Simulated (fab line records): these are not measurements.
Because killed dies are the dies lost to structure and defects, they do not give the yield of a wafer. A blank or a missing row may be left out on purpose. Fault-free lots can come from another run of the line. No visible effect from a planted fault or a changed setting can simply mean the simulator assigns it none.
Lot-split experiment -- flow n5-finfet -- 39 wafers read across 7 lots, on a route 1938 steps long

## ON THE SPLIT
At N5_MIM_BOT_SPUTTER_00 (material TiN, target thk 35 nm, time 89.7 s), the setting time-s was moved away from the recipe's 89.7 s on 12 of the 39 wafers read, by -31.6% to +28.9%. For the rest of the wafers, this setting stayed at what the recipe calls for.

The reading comes from the split's own step.

## THE READING
TiN_of_MIM_BOT_SPUTTER_00.thk-nm (the simulator's own value, which no gauge read), in nm, at N5_MIM_BOT_SPUTTER_00 (material TiN, target thk 35 nm, time 89.7 s). No usual value for it is given in the file. Here, 27 wafers ran the recipe; their average is 34.9 nm with a standard deviation of 0.34 nm.

wafer,"tool, chamber at the split","time-s as run, s",against the recipe,"TiN_of_MIM_BOT_SPUTTER_00.thk-nm, nm",against lot-mates on the recipe
L077.1,"pvd-sputter-01, -",89.7,recipe,35,-
L077.2,"pvd-sputter-01, -",89.7,recipe,34.6,-
L077.3,"pvd-sputter-01, -",61.36,-31.6%,23.6,-11.3
L077.4,"pvd-sputter-01, -",61.36,-31.6%,24.2,-10.7
L077.5,"pvd-sputter-01, -",61.36,-31.6%,23.8,-11.1
L077.6,"pvd-sputter-01, -",89.7,recipe,35.2,-
L079.2,"pvd-sputter-01, -",89.7,recipe,35.4,-
L079.3,"pvd-sputter-01, -",89.7,recipe,35.4,-
L079.6,"pvd-sputter-01, -",89.7,recipe,35.2,-
L084.1,"pvd-sputter-03, -",89.7,recipe,34.6,-
L084.3,"pvd-sputter-03, -",89.7,recipe,34.6,-
L084.4,"pvd-sputter-03, -",89.7,recipe,34.6,-
L084.2,"pvd-sputter-03, -",89.7,recipe,35,-
L084.5,"pvd-sputter-03, -",89.7,recipe,35,-
L084.6,"pvd-sputter-03, -",89.7,recipe,35,-
L091.1,"pvd-sputter-03, -",64.32,-28.3%,24.4,-10.0
L091.5,"pvd-sputter-03, -",64.32,-28.3%,24.4,-10.0
L091.6,"pvd-sputter-03, -",64.32,-28.3%,24.4,-10.0
L091.2,"pvd-sputter-03, -",89.7,recipe,34.6,-
L091.3,"pvd-sputter-03, -",89.7,recipe,34.4,-
L091.4,"pvd-sputter-03, -",89.7,recipe,34.2,-
L088.1,"pvd-sputter-03, -",89.7,recipe,35,-
L088.2,"pvd-sputter-03, -",89.7,recipe,35.2,-
L088.3,"pvd-sputter-03, -",89.7,recipe,34.6,-
L088.6,"pvd-sputter-03, -",89.7,recipe,34.6,-
L088.4,"pvd-sputter-03, -",89.7,recipe,34.8,-
L088.5,"pvd-sputter-03, -",89.7,recipe,34.8,-
L090.1,"pvd-sputter-03, -",115.6,+28.9%,44.8,+9.7
L090.2,"pvd-sputter-03, -",115.6,+28.9%,45,+9.9
L090.3,"pvd-sputter-03, -",89.7,recipe,34.8,-
L090.4,"pvd-sputter-03, -",89.7,recipe,35.2,-
L090.6,"pvd-sputter-03, -",89.7,recipe,35.2,-
L090.5,"pvd-sputter-03, -",115.6,+28.9%,44.6,+9.5
L096.1,"pvd-sputter-02, -",89.7,recipe,35.2,-
L096.3,"pvd-sputter-02, -",89.7,recipe,35.2,-
L096.2,"pvd-sputter-02, -",89.7,recipe,35.6,-
L096.4,"pvd-sputter-02, -",65.7,-26.8%,25.8,-9.5
L096.5,"pvd-sputter-02, -",65.7,-26.8%,26.6,-8.7
L096.6,"pvd-sputter-02, -",65.7,-26.8%,26,-9.3

FIT RESULTS
A straight line over all 39 wafers: TiN_of_MIM_BOT_SPUTTER_00.thk-nm changes by +0.348 nm for each +1% of time-s; r = +1.00; the points scatter about the line by 0.4 nm.
The same after taking each lot's own level away (the mean of its wafers on the recipe; 39 wafers): +0.346 nm for each +1%; r = +1.00; scatter 0.23 nm.
That fit puts the effect of the largest move of time-s on the reading at 11 nm.
Across the lots, their own levels run from 34.40 to 35.33 nm, a range of 2.8 times the standard deviation given above.
The two slopes are in agreement: the lot-to-lot level therefore moves the slope only a little.
Check: with one of the wafers moved furthest among these (-31.6%) left out of the fit, the line predicts -10.9 nm for it against its lot-mates. Against them it came out at -11.3 nm.

## OTHER SPLITS APPLIED TO THESE WAFERS
Note: prior to the reading, these wafers also went through further splits. Each is held against what the fit with the lots' levels taken away leaves over:
other split on the same wafers,wafers away from the commonest value,r with TiN_of_MIM_BOT_SPUTTER_00.thk-nm (lot level and that fit taken away)
N5_BEOL_M12_SPUTTER_44 time-s,9,+0.11

## THE FILE'S OWN FIT
TiN_of_MIM_BOT_SPUTTER_00.thk-nm changes by +0.346 nm for each +1% of time-s, r = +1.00.
